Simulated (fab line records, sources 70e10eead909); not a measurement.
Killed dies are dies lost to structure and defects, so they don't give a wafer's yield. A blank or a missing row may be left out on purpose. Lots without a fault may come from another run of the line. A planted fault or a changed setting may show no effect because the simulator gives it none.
One fault seen from 3 desks | flow nand_harc | each desk has only its own numbers; what lay behind them comes last

THE METROLOGY DESK
What the gauges read, lot by lot, whatever tool the lot ran on: means of the sampled wafers that have a number. A lot is out of limits, marked OUT, if its mean lies more than 4 standard deviations from the usual mean; the brackets give that distance.
Columns: A = cd_nm at NHARC_A_CHANNEL_HOLE_D1_CD_MEAS_10, usual 100.0 nm; B = overlay_x_nm at NHARC_A_CHANNEL_HOLE_D1_OVL_MEAS_11, usual -0.1 nm; C = overlay_y_nm at NHARC_A_CHANNEL_HOLE_D1_OVL_MEAS_11, usual -0.1 nm; D = cd_nm at NHARC_A_CHANNEL_HOLE_D1_CD_MEAS_18, usual 99.2 nm
lot  | first seen here | A                | B    | C    | D
L656 | day 9 15:20     | 100.2            | 0.0  | 0.8  | 99.5
L663 | day 12 23:44    | 100.3            | 0.8  | -2.0 | 101.0
L664 | day 13 07:21    | 102.7 (+5.9) OUT | -1.5 | 0.2  | 100.6
L665 | day 13 17:55    | 102.8 (+6.2) OUT | -0.5 | -1.1 | 102.3
L672 | day 17 06:47    | 100.6            | 0.7  | -0.4 | 98.8
L673 | day 17 06:56    | 100.2            | 0.0  | -0.3 | 100.2
This desk's finding: out of limits on L664, L665; first on L664, day 13 07:21 (cd_nm at NHARC_A_CHANNEL_HOLE_D1_CD_MEAS_10). In limits: L656, L663, L672, L673.

THE TOOL OWNER'S DESK: rie_diel-03
The tool's own readings at NHARC_A_CHANNEL_HOLE_D1_ETCH_39 (etches the open film in N2/H2, target depth 260 nm, time 325 s): means of the sampled wafers that have a number, for each lot that ran on this tool. A lot is out of limits, marked OUT, if its mean lies more than 4 standard deviations from the usual mean; the brackets give that distance. Of its 8 readings 7 are shown: the one that was out of limits first, and those that lie furthest out on some lot.
Columns: A = chamber_pressure_mTorr at NHARC_A_CHANNEL_HOLE_D1_ETCH_39, usual 29.998 mTorr; B = drypump_motor_current_A at NHARC_A_CHANNEL_HOLE_D1_ETCH_39, usual 5.7 A; C = oes_product_au at NHARC_A_CHANNEL_HOLE_D1_ETCH_39, usual 0.999 a.u.; D = rf_fwd_power_W at NHARC_A_CHANNEL_HOLE_D1_ETCH_39, usual 399.0 W; E = rf_vpp_V at NHARC_A_CHANNEL_HOLE_D1_ETCH_39, usual 430.9 V; F = run_length_s at NHARC_A_CHANNEL_HOLE_D1_ETCH_39, usual 346.1 s; G = showerhead_plenum_p_Torr at NHARC_A_CHANNEL_HOLE_D1_ETCH_39, usual 2.05 Torr
lot  | first seen here | A      | B   | C     | D     | E     | F               | G
L664 | day 13 07:44    | 30.012 | 5.8 | 0.992 | 399.0 | 430.8 | 319.7 (-51) OUT | 2.08
L665 | day 13 18:16    | 29.991 | 5.9 | 0.992 | 399.4 | 431.1 | 319.9 (-50) OUT | 2.06
L672 | day 17 07:13    | 30.011 | 5.7 | 0.997 | 398.1 | 429.8 | 346.3           | 2.05
This desk's finding: out of limits on L664, L665; first on L664, day 13 07:44 (run_length_s at NHARC_A_CHANNEL_HOLE_D1_ETCH_39). In limits: L672.

THE DEFECT DESK
What the inspections along the route counted, lot by lot: means of the sampled wafers that have a number. A lot is out of limits, marked OUT, if its mean lies more than 4 standard deviations from the usual mean; the brackets give that distance.
Columns: A = raw_defect_count at NHARC_A_CHANNEL_HOLE_D1_INSPECT_12, usual 4.7
lot  | first seen here | A
L656 | day 9 15:28     | 2.3
L663 | day 12 23:52    | 5.0
L664 | day 13 07:28    | 8.3
L665 | day 13 18:02    | 4.3
L672 | day 17 06:55    | 4.7
L673 | day 17 07:04    | 3.0
This desk's finding: nothing out of limits on any of the 6 lots.

PUT TOGETHER
The metrology desk could have raised an alarm at day 13 07:21, on L664, L665.
The tool owner's desk could have raised an alarm at day 13 07:44, on L664, L665.
The defect desk saw nothing out of limits.
The defect desk has L664, L665 on record, within its limits.
Of the lots named, all ran NHARC_A_CHANNEL_HOLE_D1_ETCH_39 on rie_diel-03.

WHAT THE SIMULATOR HAD PUT IN
Process parameter drift: rie_diel-03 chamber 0, from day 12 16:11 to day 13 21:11, at NHARC_A_CHANNEL_HOLE_D1_ETCH_39. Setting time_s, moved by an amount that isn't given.
Lots struck among those shown: L664, L665.
Hours from the fault's start to each desk's first reading out of limits: the metrology desk, 15; the tool owner's desk, 16.
